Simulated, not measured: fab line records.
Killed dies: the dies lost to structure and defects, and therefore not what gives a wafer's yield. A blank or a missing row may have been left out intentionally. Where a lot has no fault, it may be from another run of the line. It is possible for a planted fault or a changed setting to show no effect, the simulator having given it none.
Which tool is to blame? + flow n5-finfet + Sampling: 9 lots, 27 wafers, 5 of 1938 route steps

== WHAT THE GAUGES SHOWED, per wafer ==
No reading from a measuring or inspecting step in the record can be judged against a usual standard deviation.

== EACH LOT AND THE TOOL THAT RAN IT (in order: tool; ch and the chambers of the sampled wafers; start) ==
| lot  | N5_BEOL_M15_ETCH_57                | N5_BEOL_M15_STRIP_37                          | N5_BEOL_M15_ETCH_38                           | N5_BEOL_M15_SPUTTER_43       | N5_BEOL_M15_CMP_49            |
|------|------------------------------------|-----------------------------------------------|-----------------------------------------------|------------------------------|-------------------------------|
| L943 | rie-diel-02 ch 0,2,3, day 11 16:26 | rie-diel-06 ch 1,2, day 11 21:56 or earlier   | rie-diel-06 ch 1,2, day 11 21:56 or earlier   | pvd-sputter-03, day 11 21:56 | cmp-02 ch 1,2,3, day 11 23:37 |
| L947 | rie-diel-06 ch 0,1, day 12 21:25   | rie-diel-06 ch 0,1,2, day 13 02:58 or earlier | rie-diel-06 ch 0,1,2, day 13 02:58 or earlier | pvd-sputter-03, day 13 02:58 | cmp-04 ch 1,3, day 13 03:52   |
| L949 | rie-diel-02 ch 2,3, day 12 21:37   | rie-diel-03 ch 0,1,2, day 13 02:53 or earlier | rie-diel-03 ch 0,1,2, day 13 02:53 or earlier | pvd-sputter-01, day 13 02:53 | cmp-02 ch 0,1,3, day 13 03:47 |
| L948 | rie-diel-03 ch 1,2,3, day 13 01:32 | rie-diel-03 ch 1,2,3, day 13 04:01 or earlier | rie-diel-03 ch 1,2,3, day 13 04:01 or earlier | pvd-sputter-02, day 13 04:01 | cmp-02 ch 0,1,2, day 13 04:50 |
| L957 | rie-diel-02 ch 1,2, day 14 20:54   | rie-diel-02 ch 1,2, day 15 02:55 or earlier   | rie-diel-02 ch 1,2, day 15 02:55 or earlier   | pvd-sputter-03, day 15 02:55 | cmp-02 ch 1,2,3, day 15 03:47 |
| L955 | rie-diel-06 ch 0,1, day 14 22:41   | rie-diel-03 ch 0,2, day 15 03:14 or earlier   | rie-diel-03 ch 0,2, day 15 03:14 or earlier   | pvd-sputter-03, day 15 03:14 | cmp-04 ch 0,2,3, day 15 04:05 |
| L959 | rie-diel-03 ch 1,2, day 15 18:10   | rie-diel-06 ch 0,1,3, day 15 20:29 or earlier | rie-diel-06 ch 0,1,3, day 15 20:29 or earlier | pvd-sputter-01, day 15 20:29 | cmp-02 ch 0,2,3, day 15 21:30 |
| L963 | rie-diel-02 ch 1,2, day 16 12:28   | rie-diel-06 ch 1,3, day 16 14:56 or earlier   | rie-diel-06 ch 1,3, day 16 14:56 or earlier   | pvd-sputter-01, day 16 14:56 | cmp-04 ch 0,2, day 16 15:45   |
| L964 | rie-diel-03 ch 1,2, day 17 06:32   | rie-diel-06 ch 1,2,3, day 17 10:01 or earlier | rie-diel-06 ch 1,2,3, day 17 10:01 or earlier | pvd-sputter-01, day 17 10:01 | cmp-02 ch 0,2, day 17 11:18   |
- N5_BEOL_M15_ETCH_57: etches SOC in N2/H2, time 750 s.
- N5_BEOL_M15_STRIP_37: strips in O2.
- N5_BEOL_M15_ETCH_38: etches SiCN in CF4/N2, target depth 106.4 nm, time 120.5 s.
- N5_BEOL_M15_SPUTTER_43: material TaN, target thk 15 nm, time 24.19 s.
- N5_BEOL_M15_CMP_49: polishes, stops on SiO2, t overpolish 4.9 s, target thk 850 nm.

== WHAT THE TOOLS THEMSELVES READ (means of the sampled wafers that have a number; where no wafer has one, the mark that the record gives instead) ==
N5_BEOL_M15_ETCH_57.
| lot  | tool        | drypump-motor-current-A (A) | n2-flow-sccm (sccm) | oes-product-au (a.u.) | rf-vpp-V (V) | showerhead-plenum-p-Torr (Torr) | throttle-valve-pct (%) |
|------|-------------|-----------------------------|---------------------|-----------------------|--------------|---------------------------------|------------------------|
| L943 | rie-diel-02 | 5.9                         | 199.3               | 0.81                  | 525.4        | 2.59                            | 17.74                  |
| L947 | rie-diel-06 | 6.1                         | 199.8               | 0.89                  | 523.7        | 2.55                            | 17.46                  |
| L949 | rie-diel-02 | 5.8                         | 200.0               | 0.83                  | 525.9        | 2.60                            | 17.80                  |
| L948 | rie-diel-03 | 5.6                         | 200.1               | 0.78                  | 523.1        | 2.52                            | 17.98                  |
| L957 | rie-diel-02 | 6.2                         | 200.1               | 0.70                  | 522.4        | 2.48                            | 18.00                  |
| L955 | rie-diel-06 | 6.0                         | 199.9               | 0.90                  | 523.3        | 2.51                            | 17.55                  |
| L959 | rie-diel-03 | 5.7                         | 199.8               | 0.71                  | 523.7        | 2.56                            | 18.17                  |
| L963 | rie-diel-02 | 6.2                         | 200.4               | 0.69                  | 524.4        | 2.55                            | 17.79                  |
| L964 | rie-diel-03 | 5.5                         | 199.8               | 0.71                  | 522.9        | 2.50                            | 18.15                  |

N5_BEOL_M15_STRIP_37.
| lot  | tool        | drypump-motor-current-A (A) | oes-product-au (a.u.) | rf-vpp-V (V) | showerhead-plenum-p-Torr (Torr) | throttle-valve-pct (%) |
|------|-------------|-----------------------------|-----------------------|--------------|---------------------------------|------------------------|
| L943 | rie-diel-06 | 5.9                         | 0.86                  | 3.4          | 2.13                            | 16.44                  |
| L947 | rie-diel-06 | 5.8                         | 0.88                  | 4.1          | 2.11                            | 16.50                  |
| L949 | rie-diel-03 | 6.0                         | 0.76                  | 3.9          | 2.07                            | 16.79                  |
| L948 | rie-diel-03 | 5.5                         | 0.77                  | 3.3          | 2.07                            | 16.80                  |
| L957 | rie-diel-02 | 6.2                         | 0.70                  | 3.7          | 2.10                            | 16.69                  |
| L955 | rie-diel-03 | 6.2                         | 0.79                  | 3.2          | 2.03                            | 16.68                  |
| L959 | rie-diel-06 | 6.0                         | 0.84                  | 4.2          | 2.12                            | 16.48                  |
| L963 | rie-diel-06 | 6.0                         | 0.81                  | 3.0          | 2.14                            | 16.45                  |
| L964 | rie-diel-06 | 5.7                         | 0.80                  | 3.2          | 2.14                            | 16.56                  |

N5_BEOL_M15_ETCH_38.
| lot  | tool        | drypump-motor-current-A (A) | n2-flow-sccm (sccm) | oes-product-au (a.u.) | rf-vpp-V (V) | showerhead-plenum-p-Torr (Torr) | throttle-valve-pct (%) |
|------|-------------|-----------------------------|---------------------|-----------------------|--------------|---------------------------------|------------------------|
| L943 | rie-diel-06 | 5.8                         | 60.14               | 0.87                  | 383.6        | 2.24                            | 15.19                  |
| L947 | rie-diel-06 | 5.8                         | 60.00               | 0.88                  | 382.8        | 2.21                            | 15.23                  |
| L949 | rie-diel-03 | 6.0                         | 59.81               | 0.76                  | 380.9        | 2.18                            | 15.57                  |
| L948 | rie-diel-03 | 5.6                         | 60.14               | 0.78                  | 381.9        | 2.19                            | 15.59                  |
| L957 | rie-diel-02 | 6.2                         | 60.02               | 0.71                  | 382.7        | 2.22                            | 15.49                  |
| L955 | rie-diel-03 | 6.2                         | 59.81               | 0.79                  | 380.8        | 2.14                            | 15.46                  |
| L959 | rie-diel-06 | 6.0                         | 59.80               | 0.84                  | 382.7        | 2.23                            | 15.23                  |
| L963 | rie-diel-06 | 6.1                         | 60.20               | 0.80                  | 384.0        | 2.25                            | 15.23                  |
| L964 | rie-diel-06 | 5.7                         | 59.99               | 0.80                  | 383.5        | 2.25                            | 15.30                  |

N5_BEOL_M15_SPUTTER_43.
| lot  | tool           | cathode-dc-power-W (W) | throttle-valve-pct (%) |
|------|----------------|------------------------|------------------------|
| L943 | pvd-sputter-03 | 15000                  | 29.8                   |
| L947 | pvd-sputter-03 | 15000                  | 30.9                   |
| L949 | pvd-sputter-01 | 15000                  | 27.9                   |
| L948 | pvd-sputter-02 | 14997                  | 29.7                   |
| L957 | pvd-sputter-03 | 14998                  | 30.4                   |
| L955 | pvd-sputter-03 | 18432                  | 30.8                   |
| L959 | pvd-sputter-01 | 15000                  | 29.8                   |
| L963 | pvd-sputter-01 | 14999                  | 28.5                   |
| L964 | pvd-sputter-01 | 15003                  | 28.0                   |

N5_BEOL_M15_CMP_49.
| lot  | tool   | barrier-field-endpoint-s (s) | motor-current-A (A) |
|------|--------|------------------------------|---------------------|
| L943 | cmp-02 | 11.45                        | 7.7                 |
| L947 | cmp-04 | 11.85                        | 8.2                 |
| L949 | cmp-02 | 10.84                        | 8.2                 |
| L948 | cmp-02 | 11.42                        | 7.9                 |
| L957 | cmp-02 | 11.32                        | 8.0                 |
| L955 | cmp-04 | 13.01                        | 7.9                 |
| L959 | cmp-02 | 11.17                        | 8.1                 |
| L963 | cmp-04 | 11.16                        | 8.0                 |
| L964 | cmp-02 | 11.63                        | 7.6                 |

== THE ANSWER, worked out from the rows above alone ==
Rule: the lots themselves supply what counts as usual. The widest of any qualifying gaps counts: lots, ordered by their means at a reading, are off when they make up no more than a third of the lots, leave a main group of 4 or more, and stand apart from it by 3 or more times the standard deviation of that group's means. If all means in a main group match to the digits the tables above print for the reading, that group is not used. Also off: a lot with no number at a reading for which 4 or more lots have one. Any other lot the step has rows for is counted as sound. Order of review: gauges by route order, followed by the tools' own readings, for which a lot's mean as printed above is used. The first step at which some lot is off is used, and at that step the reading that is off furthest; a lot without a number counts as furthest.
Off at N5_BEOL_M15_SPUTTER_43 (cathode-dc-power-W): L955. For the main group the mean is 15000 W and the standard deviation 1.7.
If a tool, at that step or one of the process steps before it, ran each lot that is off and ran no sound lot following the first of them, it fits. N5_BEOL_M15_STRIP_37 gives no start for some lots, so the hours and the order of its lots are those of N5_BEOL_M15_SPUTTER_43. N5_BEOL_M15_ETCH_38 gives no start for some lots, so the hours and the order of its lots are those of N5_BEOL_M15_SPUTTER_43. Can't be told from this: 3 tools fit, rie-diel-06 at N5_BEOL_M15_ETCH_57, rie-diel-03 at N5_BEOL_M15_STRIP_37 and N5_BEOL_M15_ETCH_38, pvd-sputter-03 at N5_BEOL_M15_SPUTTER_43.

== WHAT HAD BEEN PUT IN BY THE SIMULATOR ==
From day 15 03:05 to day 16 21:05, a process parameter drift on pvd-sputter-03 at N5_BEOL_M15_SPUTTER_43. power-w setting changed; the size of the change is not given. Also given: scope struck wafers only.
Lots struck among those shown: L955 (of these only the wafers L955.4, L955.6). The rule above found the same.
